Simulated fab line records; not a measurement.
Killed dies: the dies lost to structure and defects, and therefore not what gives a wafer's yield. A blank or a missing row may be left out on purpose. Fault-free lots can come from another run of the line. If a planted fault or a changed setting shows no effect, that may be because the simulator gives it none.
Chamber matching / flow nand_harc / 4 sister chambers for NHARC_P_M2_STRIP_18 on rie_diel-03
The step strips in N2/H2. 4 wafers are shown with their chamber, then 7 later ones without.

== EACH WAFER AND ITS CHAMBER ==
wafer=L773.4; chamber=2; drypump_motor_current_A (A)=6.1
wafer=L773.6; chamber=1; drypump_motor_current_A (A)=5.1
wafer=L774.4; chamber=0; drypump_motor_current_A (A)=5.7
wafer=L774.5; chamber=3; drypump_motor_current_A (A)=5.9

== WAFERS WITH NO CHAMBER GIVEN ==
wafer=L774.6; drypump_motor_current_A (A)=5.7
wafer=L776.2; drypump_motor_current_A (A)=5.9
wafer=L776.4; drypump_motor_current_A (A)=5.7
wafer=L776.6; drypump_motor_current_A (A)=5.7
wafer=L788.1; drypump_motor_current_A (A)=5.9
wafer=L788.2; drypump_motor_current_A (A)=6.1
wafer=L788.4; drypump_motor_current_A (A)=5.0

== EACH ONE'S CHAMBER ==
wafer=L774.6; from the rows above=0; in truth=0
wafer=L776.2; from the rows above=3; in truth=3
wafer=L776.4; from the rows above=0; in truth=0
wafer=L776.6; from the rows above=0; in truth=0
wafer=L788.1; from the rows above=3; in truth=3
wafer=L788.2; from the rows above=2; in truth=2
wafer=L788.4; from the rows above=1; in truth=1
Placed correctly: 7 of 7. Not placeable from these rows: 0. Placed wrongly: 0.
How it was worked out, from the rows above alone: a wafer's distance from a chamber is the root of the sum, over the readings, of the square of ((its reading less the chamber's mean) divided by the reading's scatter). The wafer belongs to the nearest chamber; if the next one is less than 2 further off, it can't be placed. A chamber's mean is the mean of its shown wafers. The scatter: root of mean squared gap, hidden wafer to nearest shown wafer, with one shown wafer a chamber.
